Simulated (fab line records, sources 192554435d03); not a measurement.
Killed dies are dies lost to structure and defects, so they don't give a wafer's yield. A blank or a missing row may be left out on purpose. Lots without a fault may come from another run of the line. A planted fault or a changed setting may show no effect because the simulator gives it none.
Which tool did it? | flow n5_finfet | 10 lots, 29 wafers sampled, at 3 steps of a route of 1938

WHAT THE GAUGES READ, wafer by wafer
N5_BEOL_M9_CD_MEAS_11: target cd 64.1 nm.
lot  | measured     | on        | cd_nm (nm)
L324 | day 9 16:33  | cd_sem-02 | 64.3 64.5 64.3
L325 | day 10 00:19 | cd_sem-03 | 65.3 65.0 65.1
L328 | day 10 12:30 | cd_sem-01 | 60.3 61.8 61.0
L330 | day 11 11:27 | cd_sem-02 | 61.1 62.0
L336 | day 13 10:47 | cd_sem-01 | 64.2 63.9 64.4
L339 | day 13 12:45 | cd_sem-03 | 63.6 63.6 64.6
L342 | day 14 18:21 | cd_sem-03 | 63.0 63.3 64.6
L341 | day 14 18:53 | cd_sem-01 | 64.0 64.9 64.9
L344 | day 15 16:46 | cd_sem-01 | 64.2 64.6 64.4
L346 | day 15 21:29 | cd_sem-02 | 63.6 65.6 64.2

WHICH TOOL RAN EACH LOT (tool, then ch and the chambers of the sampled wafers, then the start)
lot  | N5_BEOL_M8_ALD_77                   | N5_BEOL_M9_EXPOSE_08
L324 | ald_metal-01 ch 0,1, day 9 11:54    | arfi_scanner-02 ch 0, day 9 16:25
L325 | ald_metal-03 ch 0,3, day 9 19:57    | arfi_scanner-02 ch 0, day 10 00:12
L328 | ald_metal-03 ch 0,2, day 10 08:32   | arfi_scanner-02 ch 0, day 10 12:23
L330 | ald_metal-01 ch 0, day 11 06:58     | arfi_scanner-02 ch 0, day 11 11:20
L336 | ald_metal-02 ch 0,1,3, day 13 07:05 | arfi_scanner-01 ch 0, day 13 10:40
L339 | ald_metal-02 ch 0,1,3, day 13 09:20 | arfi_scanner-01 ch 0, day 13 12:37
L342 | ald_metal-03 ch 0,1,3, day 14 14:01 | arfi_scanner-03 ch 0, day 14 18:14
L341 | ald_metal-01 ch 0,3, day 14 14:19   | arfi_scanner-03 ch 0, day 14 18:45
L344 | ald_metal-01 ch 2,3, day 15 12:37   | arfi_scanner-03 ch 0, day 15 16:40
L346 | ald_metal-03 ch 0,2,3, day 15 16:29 | arfi_scanner-01 ch 0, day 15 21:22
- N5_BEOL_M8_ALD_77: deposits TaN, target thk 2 nm, pulse time 2 s, purge time 3 s.
- N5_BEOL_M9_EXPOSE_08: exposes mask M9.

THE ANSWER, worked out from the rows above alone
Rule: what is usual is taken from the lots themselves. Put in order of their means at a reading, lots are off if they are a third of the lots or fewer, leave a main group of 4 or more, and stand apart from it by a gap of 3 or more times the standard deviation of the main group's means; of several such gaps the widest counts. A main group whose means are all the same, to the digits that the tables above print for the reading, isn't used. A lot without any number at a reading at which 4 lots or more have one is off too. The other lots that the step has rows for count as sound.
Off: L328, L330, at N5_BEOL_M9_CD_MEAS_11 (cd_nm). The main group: mean 64.3 nm, standard deviation 0.42.
A tool fits if, at a process step before that reading, it ran every lot that is off, and no sound lot after the first of them. The gauges at N5_BEOL_M9_CD_MEAS_11 are tried like those tools. One fits: arfi_scanner-02 at N5_BEOL_M9_EXPOSE_08. Its last sound lot is L325 (day 10 00:12), its first lot that is off L328 (day 10 12:23): a fault that began between those two fits.

WHAT THE SIMULATOR HAD PUT IN
Process parameter drift: arfi_scanner-02, from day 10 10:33 on, at N5_BEOL_M9_EXPOSE_08. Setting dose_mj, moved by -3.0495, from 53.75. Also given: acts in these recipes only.
Lots struck among those shown: L328, L330. The rule above found the same.
